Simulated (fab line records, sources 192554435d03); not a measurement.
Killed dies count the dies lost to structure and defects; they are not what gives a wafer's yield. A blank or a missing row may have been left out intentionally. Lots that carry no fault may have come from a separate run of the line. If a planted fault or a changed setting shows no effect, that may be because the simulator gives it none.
A lot that was struck, set against a sound lot + flow n5Finfet + 15 out of 1938 route steps
Sound: wafers L723.1, L723.5, L723.6. Struck: wafer L729.3. (L729.6 of the same lot was not struck and is left out.) The cause comes at the end.
Order at every step that has rows: each side's tool, ch and its chambers, its first start. Under that, the readings that differ: sound wafers + struck wafers + difference of the means + sigmas: that difference in standard deviations of wafers without a fault.
alike: words and numbers the same on both sides, and readings whose means are apart by under 2 such deviations; not compared: readings that were withheld, readings missing a value for some wafer, numbers with overlapping values and no deviation given by the record, and bounds like >300 which may hide the same value.
A row with sigmas, a row that says differs or no value, or rows on one side alone: a step with any of these is where the two part. Numbers that have no deviation but don't overlap get no sigmas and don't part them. A reading that every wafer of one side lacks parts them only if that side has two wafers or more.

first, 4 steps without rows for these wafers: N5_SD_EPI_N_SOFTBAKE_04 (time 60 s); N5_SD_EPI_N_EXPOSE_06 (exposes mask SD N BLK, target cd 120 nm); N5_SD_EPI_N_PEB_07 (peb time 60 s); N5_SD_EPI_N_DEVELOP_08 (develop time 30 s).
N5_SD_EPI_N_CD_MEAS_09 targets a cd of 120 nm.
  sound on cdSem-01 ch 0, day 6 01:47; struck on cdSem-03 ch 0, day 7 11:32
  alike: cdNm
N5_SD_EPI_N_OVL_MEAS_10:
  sound on overlay-02 ch 0, day 6 01:49; struck on overlay-01 ch 0, day 7 11:34
  alike: SD_N_BLK_OVL
N5_SD_EPI_N_INSPECT_11: inspects for defects (macro).
  sound on defectInspect-02, day 6 01:51; struck on defectInspect-01, day 7 11:36
| reading        | sound | struck | difference | sigmas |
|----------------|-------|--------|------------|--------|
| rawDefectCount | 2 1 0 | 4      | +3         | +2     |
N5_SD_EPI_N_DESCUM_14: chemistry O2, time 7.9 s.
  sound on rieDiel-03 ch 0,3, day 6 01:53; struck on rieDiel-03 ch 2, day 7 12:07
| reading                  | sound          | struck | difference | sigmas |
|--------------------------|----------------|--------|------------|--------|
| drypumpMotorCurrentA (A) | 5.84 5.43 5.82 | 4.93   | -0.77      | -3     |
| oesProductAu (a.u.)      | 0.68 0.88 0.68 | 0.95   | +0.20      | +2     |
  alike: o2FlowSccm, rfVppV, showerheadPlenumPTorr, throttleValvePct
  not compared: rfHoursCounterH
N5_SD_EPI_N_ETCH_34: etches SiARC in CF4, target depth 45.5 nm, time 75.8 s.
  sound on rieDiel-03 ch 0,3, day 6 01:55; struck on rieDiel-03 ch 2, day 7 12:08
| reading                  | sound          | struck | difference | sigmas |
|--------------------------|----------------|--------|------------|--------|
| drypumpMotorCurrentA (A) | 5.83 5.42 5.83 | 4.90   | -0.79      | -3     |
| etchRfOnTimeS (s)        | 80.3 72.3 80.4 | 71.8   | -5.9       | -3     |
| oesProductAu (a.u.)      | 0.57 0.76 0.57 | 0.83   | +0.20      | +2     |
  alike: rfVppV, showerheadPlenumPTorr, throttleValvePct
  not compared: rfHoursCounterH
N5_SD_EPI_N_ETCH_35: etches SOC in N2/H2, overetch 108 nm, time 486 s.
  sound on rieDiel-03 ch 0,3, day 6 01:58; struck on rieDiel-03 ch 2, day 7 12:12
| reading                  | sound          | struck | difference | sigmas |
|--------------------------|----------------|--------|------------|--------|
| drypumpMotorCurrentA (A) | 5.85 5.46 5.87 | 4.96   | -0.77      | -3     |
  alike: oesProductAu, rfVppV, showerheadPlenumPTorr, throttleValvePct
  not compared: rfHoursCounterH
then, 1 step without rows for these wafers: N5_SD_EPI_N_STRIP_36 (strips in N2/H2).
N5_SD_EPI_N_ETCHBACK_44: etches SiNx in CH3F/O2, stops on SiO2, target depth 14.5 nm.
  sound on rieDiel-03 ch 0,3, day 6 02:18; struck on rieDiel-03 ch 2, day 7 12:31
| reading                  | sound          | struck | difference | sigmas |
|--------------------------|----------------|--------|------------|--------|
| drypumpMotorCurrentA (A) | 5.83 5.47 5.82 | 4.92   | -0.79      | -3     |
| oes_ar_750_au (a.u.)     | 0.69 0.87 0.68 | 0.95   | +0.20      | +2     |
| oesProductAu (a.u.)      | 0.59 0.75 0.59 | 0.80   | +0.16      | +2     |
  alike: rfVppV, showerheadPlenumPTorr, throttleValvePct
  not compared: rfHoursCounterH
N5_SD_EPI_N_ETCH_45: etches SiOCN in CH3F/O2, target depth 6 nm.
  sound on rieDiel-03 ch 0,3, day 6 02:24; struck on rieDiel-03 ch 2, day 7 12:37
| reading                  | sound             | struck | difference | sigmas |
|--------------------------|-------------------|--------|------------|--------|
| drypumpMotorCurrentA (A) | 5.81 5.43 5.83    | 4.95   | -0.74      | -3     |
| oesProductAu (a.u.)      | 0.67 0.88 0.67    | 0.94   | +0.20      | +2     |
| rfVppV (V)               | 126.8 126.6 126.4 | 129.4  | +2.8       | +3     |
| model.etch.depthNm (nm)  | 5.662 6.093 5.68  | 4.33   | -1.48      |        |
  alike: showerheadPlenumPTorr, throttleValvePct
  not compared: rfHoursCounterH
N5_SD_EPI_N_ETCH_16: etches SiO2 in CHF3/O2, target depth 5 nm.
  sound on rieDiel-03 ch 0,3, day 6 02:30; struck on rieDiel-03 ch 2, day 7 12:43
| reading                  | sound          | struck | difference | sigmas |
|--------------------------|----------------|--------|------------|--------|
| drypumpMotorCurrentA (A) | 5.82 5.44 5.83 | 4.93   | -0.77      | -3     |
| oes_ar_750_au (a.u.)     | 0.68 0.88 0.68 | 0.97   | +0.22      | +2     |
| oesProductAu (a.u.)      | 0.67 0.89 0.66 | 0.96   | +0.22      | +2     |
  alike: rfVppV, showerheadPlenumPTorr, throttleValvePct
  not compared: rfHoursCounterH
after that, 1 step had no rows for these wafers: N5_PASSIVATION_PROBE_49.

## WHERE THEY PART
At N5_SD_EPI_N_INSPECT_11 first; at N5_SD_EPI_N_ETCH_16 last (within this record only).

WHY: whatever the simulator had introduced
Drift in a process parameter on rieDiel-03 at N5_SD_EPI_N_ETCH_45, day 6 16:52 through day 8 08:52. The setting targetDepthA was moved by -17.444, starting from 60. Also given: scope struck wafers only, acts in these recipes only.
